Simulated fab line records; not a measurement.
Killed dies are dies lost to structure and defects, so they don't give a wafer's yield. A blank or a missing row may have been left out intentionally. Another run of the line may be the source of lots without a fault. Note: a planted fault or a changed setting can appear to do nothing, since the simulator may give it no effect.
The same fault as seen by 2 desks -- flow nandHarc -- only its own numbers are on each desk; what lay behind them is given at the end

## AT THE METROLOGY DESK
Lot by lot, what the gauges showed, no matter which tool ran the lot: averages of those sampled wafers that carry a number. If a lot's mean is further than 4 standard deviations from the usual mean, the lot is out of limits and carries the mark OUT (the distance appears in the brackets).
Columns: A = cdNm at NHARC_A_BLC_CD_MEAS_10, usual 100.0 nm; B = cdNm at NHARC_A_BLC_CD_MEAS_19, usual 100.0 nm
lot,first seen here,A,B
L757,day 23 06:14,100.1,101.3
L755,day 23 07:56,101.2,101.9
L754,day 23 10:20,100.3,101.2
L759,day 24 05:57,99.9,99.3
L758,day 24 06:48,100.0,100.9
L760,day 25 05:20,100.5,100.5
L761,day 25 13:28,99.6,99.1
L764,day 27 14:19,99.6,101.2
L763,day 27 17:17,99.3,99.2
L765,day 28 08:23,75.1 (-40) OUT,74.0 (-16) OUT
L770,day 29 11:23,76.2 (-38) OUT,74.2 (-16) OUT
L774,day 30 22:52,99.5,100.5
L775,day 32 06:21,98.8,98.3
L777,day 33 00:34,99.6,101.2
This desk finds L765, L770 out of limits, L765 being first, at day 28 08:23 (cdNm at NHARC_A_BLC_CD_MEAS_10). L757, L755, L754, L759, L758, L760, L761, L764, L763, L774, L775, L777: within limits.

## THE TOOL OWNER'S DESK: lithoTrack-06
The tool's own readings at NHARC_A_BLC_PEB_08 (peb time 65 s): means of the sampled wafers that have a number, for each lot that ran on this tool. If a lot's mean is further than 4 standard deviations from the usual mean, the lot is out of limits and carries the mark OUT (the distance appears in the brackets).
Columns: A = heaterPowerTotalW at NHARC_A_BLC_PEB_08, usual 156.6 W; B = plateTempC at NHARC_A_BLC_PEB_08, usual 100.01 C
lot,first seen here,A,B
L754,day 23 10:14,156.6,100.01
L759,day 24 05:52,156.9,99.96
L760,day 25 05:15,157.1,100.09
L761,day 25 13:23,156.2,100.00
L763,day 27 17:12,156.6,99.99
L765,day 28 08:18,144.0 (-30) OUT,94.12 (-45) OUT
L770,day 29 11:19,143.6 (-31) OUT,94.25 (-44) OUT
L777,day 33 00:29,157.0,99.89
This desk finds L765, L770 out of limits, L765 being first, at day 28 08:18 (heaterPowerTotalW at NHARC_A_BLC_PEB_08). L754, L759, L760, L761, L763, L777: within limits.

## ALL TOGETHER
The tool owner's desk could have raised an alarm at day 28 08:18, on L765, L770.
At day 28 08:23 the metrology desk could have sounded an alarm, on L765, L770.
On lithoTrack-06, each named lot ran NHARC_A_BLC_PEB_08.

## WHAT THE SIMULATOR HAD INSERTED
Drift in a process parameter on lithoTrack-06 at NHARC_A_BLC_PEB_08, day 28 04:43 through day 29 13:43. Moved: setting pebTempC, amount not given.
Struck lots among those shown: L765, L770.
Time in hours from fault onset to the first out-of-limits reading at each desk: tool owner's desk 4, metrology desk 4.
